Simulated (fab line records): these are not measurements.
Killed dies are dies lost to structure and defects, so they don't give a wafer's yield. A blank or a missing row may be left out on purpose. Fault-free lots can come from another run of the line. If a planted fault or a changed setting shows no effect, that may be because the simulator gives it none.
What tool caused it? + flow n5 finfet + 10 lots, 30 wafers sampled, at 4 steps of a route of 1938

WHAT THE GAUGES SHOWED, per wafer
N5_BEOL_M1_CD_MEAS_18: pitch 36 nm, target cd 18 nm.
| lot  | measured     | on        | cd nm (nm)     |
|------|--------------|-----------|----------------|
| L075 | day 6 11:50  | cd sem-03 | 18.1 18.0 18.4 |
| L077 | day 6 22:49  | cd sem-03 | 18.0 17.9 18.3 |
| L081 | day 7 20:10  | cd sem-03 | 18.4 17.4 18.1 |
| L083 | day 8 12:06  | cd sem-03 | 18.2 18.1 17.3 |
| L085 | day 9 04:39  | cd sem-03 | 17.8 18.3 18.2 |
| L087 | day 9 12:16  | cd sem-02 | 17.8 17.6 17.8 |
| L089 | day 9 20:14  | cd sem-01 | 18.5 18.2 18.6 |
| L091 | day 10 03:58 | cd sem-01 | 16.8 18.6 17.7 |
| L094 | day 11 02:20 | cd sem-02 | 17.7 18.1 18.5 |
| L096 | day 11 23:25 | cd sem-03 | 18.1 17.8 18.2 |

TOOL THAT RAN EACH LOT (tool first, then ch and the chambers of the sampled wafers, then the start)
| lot  | N5_BEOL_M1_PECVD_72             | N5_BEOL_M1_ETCH_63                 | N5_BEOL_M1_HM_OPEN_17             |
|------|---------------------------------|------------------------------------|-----------------------------------|
| L075 | pecvd-02 ch 1,2, day 6 10:00    | rie diel-03 ch 0,1,2, day 6 11:23  | rie metal-01 ch 0,1, day 6 11:35  |
| L077 | pecvd-03 ch 0,2, day 6 20:15    | rie diel-06 ch 0,2,3, day 6 22:26  | rie metal-01 ch 0,1, day 6 22:38  |
| L081 | pecvd-03 ch 0,1, day 7 17:45    | rie diel-01 ch 0,3, day 7 19:41    | rie metal-03 ch 1, day 7 19:55    |
| L083 | pecvd-02 ch 0,2, day 8 09:29    | rie diel-06 ch 0,1,2, day 8 11:41  | rie metal-02 ch 0,1, day 8 11:53  |
| L085 | pecvd-03 ch 0,1,2, day 9 03:20  | rie diel-06 ch 0,1,2, day 9 04:16  | rie metal-02 ch 0,1, day 9 04:30  |
| L087 | pecvd-02 ch 0,1,2, day 9 09:53  | rie diel-06 ch 0,1,3, day 9 11:48  | rie metal-02 ch 0,1, day 9 12:00  |
| L089 | pecvd-03 ch 0,1, day 9 18:15    | rie diel-06 ch 0,3, day 9 19:49    | rie metal-01 ch 0,1, day 9 20:01  |
| L091 | pecvd-01 ch 0,1,2, day 10 02:23 | rie diel-01 ch 0,1,2, day 10 03:35 | rie metal-01 ch 0,1, day 10 03:49 |
| L094 | pecvd-03 ch 1,2, day 11 01:04   | rie diel-06 ch 0,1,2, day 11 01:53 | rie metal-02 ch 0,1, day 11 02:05 |
| L096 | pecvd-02 ch 1,2, day 11 21:32   | rie diel-03 ch 0,2,3, day 11 22:58 | rie metal-01 ch 0,1, day 11 23:10 |
- N5_BEOL_M1_PECVD_72: deposits SiO2 from TEOS/O2, target thk 16 nm, time 18 s.
- N5_BEOL_M1_ETCH_63: etches SiARC in CF4, target depth 15.6 nm, time 26 s.
- N5_BEOL_M1_HM_OPEN_17: chemistry Cl2/BCl3, target TiN, target depth 20 nm, overetch 6 nm.

THE ANSWER, worked out from the rows above alone
Rule: what is usual is taken from the lots themselves. Put in order of their means at a reading, lots are off if they are a third of the lots or fewer, leave a main group of 4 or more, and stand apart from it by a gap of 3 or more times the standard deviation of the main group's means; of several such gaps the widest counts. A main group whose means are all the same, to the digits that the tables above print for the reading, isn't used. Also off: a lot with no number at a reading for which 4 or more lots have one. All remaining lots with rows at the step are treated as sound.
No lot is off at any reading shown: from this, nothing can be told.

WHAT THE SIMULATOR HAD PUT IN
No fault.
